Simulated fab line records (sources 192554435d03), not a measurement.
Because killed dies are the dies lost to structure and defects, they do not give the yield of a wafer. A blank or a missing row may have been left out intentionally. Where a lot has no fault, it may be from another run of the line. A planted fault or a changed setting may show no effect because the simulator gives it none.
fab line records	flow n5Finfet
record: lots: 9	wafers: 27	lastDay: 16
route steps=1938 shown BEOL_M14@1760 BEOL_M15@1779
lots with no fault: from the same line, run without faults
startH: start of the lot's first displayed wafer, in hours after the record's first day	waitH: time in hours since the lot's previous step	" repeats the value in the row above	L1.1+2: a row that stands for several wafers	- no value, or no start was given	* or withheld: withheld	< > ~ a bound
route shown NAME@n: a module of which the file shows steps, and the number in the route of the first	usual: mean/standard deviation of fault-free wafers	same: alike in all rows	chamber/n: place in a boat	sites: per-site readings	_std_site: their standard deviation	_edge_site: mean of outer sites minus mean of inner sites	radiusMm: how far each site lies from the wafer's centre	mask NAME#n: copy n	behind: the tool/chamber that last shaped the wafer	hold: what put the lot on hold/how long, in hours/how the hold closed	device: names the non-switching transistor (n, p or np)	end of line: the tests these same wafers got at the end of their route	for a step that has no rows: nothing shown but its recipe	killed: dies lost to structure and defects at the first sort, not the wafer's yield	map: a wafer's dies, x killed, . not, _ none there
set.NAME: the run value of the setting; set.NAME@STEP: its run value at that earlier step	model.NAME: the simulator's own value behind a step, which no gauge read
one table for each step of the route and one row for each wafer, over a sample of lots
services: when a tool's chamber went out of use (startH, in hours from the record's first day, below 0 if earlier), for how many hours, and the reason
== steps ==
step: N5_BEOL_M14_DEGAS_41
recipe: ambient: vacuum	tempC: 300	timeS: 60
usual: heaterPowerW: 467/67
lot.wafer	tool	chamber	startH	waitH	heaterPowerW
L623.4	pvdSputter-02	-	243.84	0.6	338
L623.5	"	-	"	"	340
L623.6	"	-	"	"	588
L624.1	pvdSputter-03	-	254.30	0.3	445
L624.2	"	-	"	"	452
L624.6	"	-	"	"	457
L625.3	pvdSputter-01	-	265.85	0.2	494
L625.4	"	-	"	"	417
L625.5	"	-	"	"	474
L626.2	pvdSputter-02	-	270.02	0.3	349
L626.3	"	-	"	"	590
L626.6	"	-	"	"	584
L628.3	pvdSputter-01	-	278.29	0.4	489
L628.4	"	-	"	"	477
L628.6	"	-	"	"	477
L632.2	pvdSputter-03	-	296.30	0.4	447
L632.3	"	-	"	"	440
L632.5	"	-	"	"	440
L633.1	pvdSputter-01	-	318.60	0.0	411
L633.3	"	-	"	"	454
L633.6	"	-	"	"	414
L636.2	pvdSputter-02	-	328.61	0.0	479
L636.5	"	-	"	"	601
L636.6	"	-	"	"	598
L641.2	pvdSputter-03	-	367.77	0.1	435
L641.4	"	-	"	"	459
L641.6	"	-	"	"	448
step: N5_BEOL_M15_EXPOSE_07
recipe: maskId: V14	na: 0.8	sourceShape: annular	sigmaInner: 0.5	sigmaOuter: 0.8	polarization: unpolarized	attpsmPhaseDeg: 180	doseMj: 41.25
usual: exposureDoseMJCm2: 41.47/0.26
lot.wafer	tool	chamber	startH	waitH	mask	exposureDoseMJCm2
L623.4	krfScanner-01	0	245.86	-	V14#0	41.22
L623.5	"	0	"	"	V14#0	41.22
L623.6	"	0	"	"	V14#0	41.25
L624.1	krfScanner-01	0	256.01	-	V14#0	41.21
L624.2	"	0	"	"	V14#0	41.24
L624.6	"	0	"	"	V14#0	41.21
L625.3	krfScanner-01	0	268.22	-	V14#0	41.22
L625.4	"	0	"	"	V14#0	41.20
L625.5	"	0	"	"	V14#0	41.22
L626.2	krfScanner-01	0	271.74	-	V14#0	41.24
L626.3	"	0	"	"	V14#0	41.27
L626.6	"	0	"	"	V14#0	41.23
L628.3	krfScanner-01	0	280.16	-	V14#0	38.04
L628.4	"	0	"	"	V14#0	38.04
L628.6	"	0	"	"	V14#0	38.03
L632.2	krfScanner-01	0	298.26	-	V14#0	39.25
L632.3	"	0	"	"	V14#0	39.22
L632.5	"	0	"	"	V14#0	39.22
L633.1	krfScanner-01	0	320.63	-	V14#0	39.72
L633.3	"	0	"	"	V14#0	39.67
L633.6	"	0	"	"	V14#0	39.69
L636.2	krfScanner-02	0	330.32	-	V14#0	41.17
L636.5	"	0	"	"	V14#0	41.13
L636.6	"	0	"	"	V14#0	41.22
L641.2	krfScanner-02	0	369.61	-	V14#0	41.22
L641.4	"	0	"	"	V14#0	41.20
L641.6	"	0	"	"	V14#0	41.24
step: N5_BEOL_M15_CD_MEAS_10
recipe: targetCdNm: 360	landingEnergyEv: 500	detector: seInlens	polarity: opening
usual: cdNm: 360.4/1.9
lot.wafer	tool	chamber	startH	waitH	cdNm
L623.4	cdSem-02	0	246.01	-	360.8
L623.5	"	0	"	"	361.5
L623.6	"	0	"	"	362.9
L624.1	cdSem-03	0	256.18	-	362.4
L624.2	"	0	"	"	361.6
L624.6	"	0	"	"	362.6
L625.3	cdSem-03	0	268.39	-	363.0
L625.4	"	0	"	"	359.3
L625.5	"	0	"	"	360.7
L626.2	cdSem-03	0	271.91	-	360.9
L626.3	"	0	"	"	356.0
L626.6	"	0	"	"	360.0
L628.3	cdSem-02	0	280.32	-	347.7
L628.4	"	0	"	"	346.4
L628.6	"	0	"	"	346.1
L632.2	cdSem-02	0	298.43	-	352.6
L632.3	"	0	"	"	353.2
L632.5	"	0	"	"	352.4
L633.1	cdSem-02	0	320.80	-	350.7
L633.3	"	0	"	"	351.1
L633.6	"	0	"	"	352.5
L636.2	cdSem-02	0	330.49	-	360.4
L636.5	"	0	"	"	360.5
L636.6	"	0	"	"	361.3
L641.2	cdSem-01	0	369.78	-	358.8
L641.4	"	0	"	"	362.4
L641.6	"	0	"	"	360.4
step: N5_BEOL_M15_ETCH_59
recipe: chemistry: N2/H2	target: BARC	targetDepthA: 890	overetchA: 267	timeS: 67.9	ionEnergyEv: 200	pressureMtorr: 30	sourceW: 840	biasW: 150	n2FlowSccm: 200	h2FlowSccm: 200
usual: biasW: 150.0/0.48	drypumpMotorCurrentA: 5.7/0.37	oesProductAu: 0.68/0.076	rfFwdPowerW: 832/3.4	rfVppV: 524.1/2.6	showerheadPlenumPTorr: 2.55/0.082	throttleValvePct: 17.84/0.21
lot.wafer	tool	chamber	startH	waitH	biasW	drypumpMotorCurrentA	oesProductAu	rfFwdPowerW	rfHoursCounterH	rfVppV	showerheadPlenumPTorr	throttleValvePct
L623.4	rieDiel-01	0	246.13	0.0	149.7	5.4	0.67	834	103	524.5	2.54	17.98
L623.5	"	0	"	"	149.7	5.4	0.66	838	-	524.0	2.54	17.97
L623.6	"	1	"	"	150.2	6.5	0.73	835	-	521.4	2.47	17.67
L624.1	rieDiel-01	1	256.30	0.0	149.9	6.4	0.72	831	57	522.0	2.47	17.68
L624.2	"	3	"	"	150.7	5.9	0.69	830	123	527.3	2.64	17.67
L624.6	"	3	"	"	150.5	5.9	0.69	829	-	527.0	2.64	17.68
L625.3	rieDiel-06	2	268.51	0.0	150.4	5.2	0.59	838	222	527.2	2.63	18.23
L625.4	"	1	"	"	149.2	5.5	0.81	832	8	523.5	2.51	17.54
L625.5	"	1	"	"	148.3	5.5	0.81	830	-	522.7	2.51	17.54
L626.2	rieDiel-02	1	272.03	0.0	149.6	5.2	0.63	828	193	521.2	2.43	17.71
L626.3	"	2	"	"	149.3	5.8	0.60	828	223	526.6	2.63	18.14
L626.6	"	1	"	"	149.7	5.2	0.63	833	-	522.0	2.43	17.69
L628.3	rieDiel-02	0	280.60	0.0	149.4	5.9	0.81	834	11	529.9	2.70	17.94
L628.4	"	0	"	"	150.2	5.9	0.80	836	-	529.1	2.70	17.95
L628.6	"	1	"	"	149.4	5.2	0.62	834	-	520.2	2.43	17.71
L632.2	rieDiel-06	0	298.89	0.0	149.8	5.9	0.74	830	33	523.0	2.47	17.74
L632.3	"	2	"	"	149.8	5.2	0.59	835	231	527.3	2.63	18.25
L632.5	"	1	"	"	150.6	5.5	0.79	832	-	522.2	2.51	17.54
L633.1	rieDiel-02	1	321.04	0.0	149.9	5.2	0.61	834	210	519.3	2.42	17.72
L633.3	"	3	"	"	150.3	6.4	0.80	837	11	522.1	2.48	17.54
L633.6	"	1	"	"	149.7	5.2	0.62	834	-	519.1	2.42	17.74
L636.2	rieDiel-02	3	330.61	0.0	150.1	6.4	0.80	831	13	522.5	2.48	17.53
L636.5	"	3	"	"	149.9	6.4	0.79	830	-	522.9	2.48	17.54
L636.6	"	0	"	"	150.0	5.9	0.76	831	-	527.5	2.69	17.96
L641.2	rieDiel-06	1	369.90	0.0	149.8	5.5	0.75	829	37	521.7	2.50	17.59
L641.4	"	3	"	"	150.7	5.6	0.68	826	-	524.2	2.54	17.65
L641.6	"	1	"	"	149.5	5.5	0.76	829	-	522.2	2.50	17.60
step: N5_BEOL_M15_STRIP_63
recipe: chemistry: O2	powerW: 600	tempC: 60	pressureMtorr: 30	rfFrequencyHz: 6e+07	biasPowerW: 0	overashFraction: 0.3	o2FlowSccm: 225
usual: drypumpMotorCurrentA: 5.7/0.37	o2FlowSccm: 224.9/0.73	oesProductAu: 0.80/0.09	rfVppV: 3.7/0.76	showerheadPlenumPTorr: 2.11/0.068	throttleValvePct: 16.65/0.22
lot.wafer	tool	chamber	startH	waitH	drypumpMotorCurrentA	o2FlowSccm	oesProductAu	rfHoursCounterH	rfVppV	showerheadPlenumPTorr	throttleValvePct
L623.4	rieDiel-01	0	-	-	5.4	223.7	0.77	103	2.3	2.13	17.03
L623.5	"	0	"	"	5.4	224.4	0.77	-	4.3	2.13	17.03
L623.6	"	1	"	"	6.4	225.7	0.84	-	4.6	2.04	16.48
L624.1	rieDiel-01	1	-	-	6.4	224.7	0.86	57	3.1	2.04	16.50
L624.2	"	3	"	"	5.9	223.8	0.81	124	4.0	2.21	16.68
L624.6	"	3	"	"	5.9	224.4	0.80	-	4.8	2.21	16.71
L625.3	rieDiel-06	2	-	-	5.2	224.1	0.69	222	3.1	2.15	16.93
L625.4	"	1	"	"	5.4	225.3	0.95	8	2.9	2.07	16.29
L625.5	"	1	"	"	5.4	224.0	0.95	-	3.5	2.07	16.30
L626.2	rieDiel-02	1	-	-	5.2	226.2	0.73	193	3.8	2.00	16.48
L626.3	"	2	"	"	5.8	224.4	0.70	223	3.7	2.16	16.86
L626.6	"	1	"	"	5.2	225.6	0.74	-	4.5	2.00	16.49
L628.3	rieDiel-02	0	-	-	5.9	226.5	0.93	11	3.8	2.22	16.77
L628.4	"	0	"	"	5.9	226.1	0.92	-	2.1	2.22	16.81
L628.6	"	1	"	"	5.2	226.3	0.73	-	4.9	2.00	16.45
L632.2	rieDiel-06	0	-	-	5.9	224.7	0.88	33	3.9	2.07	16.54
L632.3	"	2	"	"	5.2	225.2	0.67	231	5.4	2.15	16.97
L632.5	"	1	"	"	5.5	225.0	0.92	-	5.0	2.07	16.32
L633.1	rieDiel-02	1	-	-	5.2	226.5	0.72	210	4.0	2.00	16.51
L633.3	"	3	"	"	6.4	224.9	0.94	11	2.5	2.06	16.44
L633.6	"	1	"	"	5.2	225.3	0.72	-	4.6	2.00	16.50
L636.2	rieDiel-02	3	-	-	6.4	224.5	0.93	13	3.9	2.06	16.45
L636.5	"	3	"	"	6.4	225.1	0.93	-	4.4	2.06	16.47
L636.6	"	0	"	"	5.9	224.8	0.88	-	2.8	2.22	16.81
L641.2	rieDiel-06	1	-	-	5.5	225.1	0.88	37	4.9	2.06	16.36
L641.4	"	3	"	"	5.5	224.5	0.80	-	4.4	2.11	16.53
L641.6	"	1	"	"	5.5	226.5	0.88	-	3.2	2.06	16.38
== services ==
tool	chamber	startH	hours	kind
rieDiel-02	0	230.12	-	clean
rieDiel-02	0	230.12	-	consumableReplace:focusRing
rieDiel-02	0	230.12	-	consumableReplace:showerhead
rieDiel-02	0	230.12	22.2	scheduledDown
rieDiel-02	0	230.12	22.2	ventCycle
rieDiel-06	1	250.77	15.2	repair
rieDiel-02	3	253.91	-	clean
rieDiel-02	3	253.91	-	consumableReplace:focusRing
krfScanner-01	-	272.11	3.6	pm
krfScanner-01	-	277.12	1.3	pm
krfScanner-02	-	279.21	1.0	pm
krfScanner-01	-	299.65	1.0	pm
rieDiel-01	1	306.06	3.2	repair
pvdSputter-03	-	313.96	11.4	repair
rieDiel-01	2	317.52	13.2	repair
rieDiel-06	1	324.83	6.5	repair
rieDiel-06	0	329.54	6.8	repair
rieDiel-01	-	331.02	28.1	pm
pvdSputter-01	-	331.34	3.0	repair
pvdSputter-01	-	337.39	1.7	repair
rieDiel-02	3	337.71	39.6	repair
rieDiel-06	1	347.24	8.0	repair
krfScanner-02	-	361.94	0.8	pm
rieDiel-01	1	364.05	3.9	repair
== key ==
firstSign: step: N5_BEOL_M15_EXPOSE_07	reading: exposureDoseMJCm2	direction: down	sigmas: 9.5	usual: 41.47	struck: 38.99
effect: step: N5_BEOL_M15_CD_MEAS_10	reading: cdNm	direction: down	sigmas: 5.3	usual: 360.4	struck: 350.3	through: controlLoop
metAt N5_BEOL_M15_EXPOSE_07
struckLots L628,L632,L633
loopTrim: step: N5_BEOL_M15_EXPOSE_07	setting: dose	lots: L632,L633
notActingAt N5_BEOL_M14_DEGAS_41,N5_BEOL_M15_ETCH_59,N5_BEOL_M15_STRIP_63
onsetBetween 271.74 280.16
fault: kind: processParameterDrift	tool: krfScanner-01	chamber: -	onsetH: 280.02	steps: N5_BEOL_M15_EXPOSE_07	channel: doseMj	offset: -3.1893	shape: step	actsIn: theseRecipesOnly	stated: 41.25
loopTrim: a control loop set the setting to another value than it would have without faults
